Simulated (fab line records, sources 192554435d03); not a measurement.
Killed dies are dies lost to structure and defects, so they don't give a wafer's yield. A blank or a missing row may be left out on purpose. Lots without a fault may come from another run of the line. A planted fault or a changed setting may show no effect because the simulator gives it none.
Chamber matching | flow n5_finfet | N5_HKMG_FIN_CMP_23 on cmp-03: 4 sister chambers
The step polishes, stops on SiNx, t overpolish 10 s, target thk 46.326 nm. 8 wafers are shown with their chamber, then 9 later ones without.

WAFERS WITH THEIR CHAMBER
wafer  | chamber | motor_current_A (A) | overpolish_run_s (s)
L082.1 | 1       | 10.9                | 9.991
L082.6 | 3       | 11.9                | 9.998
L084.2 | 2       | 11.7                | 10.003
L084.4 | 0       | 11.9                | 10.012
L084.5 | 2       | 11.1                | 10.002
L086.2 | 1       | 10.7                | 10.006
L086.3 | 3       | 11.6                | 10.008
L086.4 | 0       | 11.7                | 10.006

WAFERS WITHOUT THEIR CHAMBER
wafer  | motor_current_A (A) | overpolish_run_s (s)
L088.3 | 11.6                | 10.002
L088.5 | 12.1                | 9.994
L088.6 | 11.6                | 10.003
L091.3 | 10.9                | 9.998
L091.4 | 12.1                | 10.004
L091.5 | 11.8                | 9.998
L093.3 | 11.6                | 9.999
L093.5 | 11.0                | 9.996
L093.6 | 11.5                | 9.998

WHICH CHAMBER EACH WENT THROUGH
wafer  | from the rows above               | in truth
L088.3 | can't be placed: 3 or 2 or 0      | 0
L088.5 | can't be placed: 3 or 0 or 2      | 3
L088.6 | can't be placed: 3 or 2 or 0      | 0
L091.3 | can't be placed: 1 or 2           | 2
L091.4 | can't be placed: 3 or 0 or 2      | 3
L091.5 | can't be placed: 3 or 0 or 2      | 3
L093.3 | can't be placed: 3 or 2 or 0      | 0
L093.5 | can't be placed: 1 or 2           | 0
L093.6 | can't be placed: 2 or 3 or 0 or 1 | 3
Placed correctly: 0 of 9. Can't be placed from these rows: 9 (the true chamber is among the candidates in 8). Placed wrongly: 0.
How it was worked out, from the rows above alone: a wafer's distance from a chamber is the root of the sum, over the readings, of the square of ((its reading less the chamber's mean) divided by the reading's scatter). The wafer belongs to the nearest chamber; if the next one is less than 2 further off, it can't be placed. A chamber's mean is the mean of its shown wafers. The scatter: the root of (the sum of the squares of (reading less its chamber's mean) over the shown wafers, divided by (wafers less chambers)).
